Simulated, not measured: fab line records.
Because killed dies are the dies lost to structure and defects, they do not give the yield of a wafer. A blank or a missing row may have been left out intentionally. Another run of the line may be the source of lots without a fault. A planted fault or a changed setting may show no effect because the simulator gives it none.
Which tool is to blame?	flow n5_finfet	at 1 step of a route of 1938, 11 lots with 33 wafers sampled

## WHAT THE GAUGES SHOWED, per wafer
N5_BEOL_M8_OCD_MEAS_38.
lot	measured	on	trench_depth_nm (nm)
L664	day 9 14:43	ocd-01	91.4 93.9 92.9
L665	day 9 20:41	ocd-02	96.2 93.6 94.2
L668	day 10 06:30	ocd-02	91.7 93.0 93.0
L669	day 10 10:04	ocd-02	92.4 92.8 94.1
L670	day 11 04:08	ocd-02	91.8 92.9 94.4
L672	day 11 07:44	ocd-01	92.1 92.9 92.8
L673	day 11 20:04	ocd-01	93.5 92.2 92.7
L674	day 11 22:08	ocd-02	95.3 93.4 94.1
L676	day 12 08:32	ocd-02	93.6 92.9 95.0
L677	day 12 17:50	ocd-02	94.1 96.0 94.4
L683	day 14 04:17	ocd-01	92.4 92.8 94.6

## WHAT TOOL EACH LOT RAN ON (gives the tool, then ch and the chambers of the sampled wafers, and finally the start)
Before these readings, the record contains no process step.

## THE ANSWER, worked out from the rows above alone
Rule: the lots themselves supply what counts as usual. Put in order of their means at a reading, lots are off if they are a third of the lots or fewer, leave a main group of 4 or more, and stand apart from it by a gap of 3 or more times the standard deviation of the main group's means; of several such gaps the widest counts. A main group is skipped when, at the precision printed for the reading in the tables above, its means are all equal. A lot without any number at a reading at which 4 lots or more have one is off too. Where the step has rows for the other lots, those lots are counted as sound.
No lot is off on any of the readings shown, so nothing can be concluded from this.

## WHAT HAD BEEN PUT IN BY THE SIMULATOR
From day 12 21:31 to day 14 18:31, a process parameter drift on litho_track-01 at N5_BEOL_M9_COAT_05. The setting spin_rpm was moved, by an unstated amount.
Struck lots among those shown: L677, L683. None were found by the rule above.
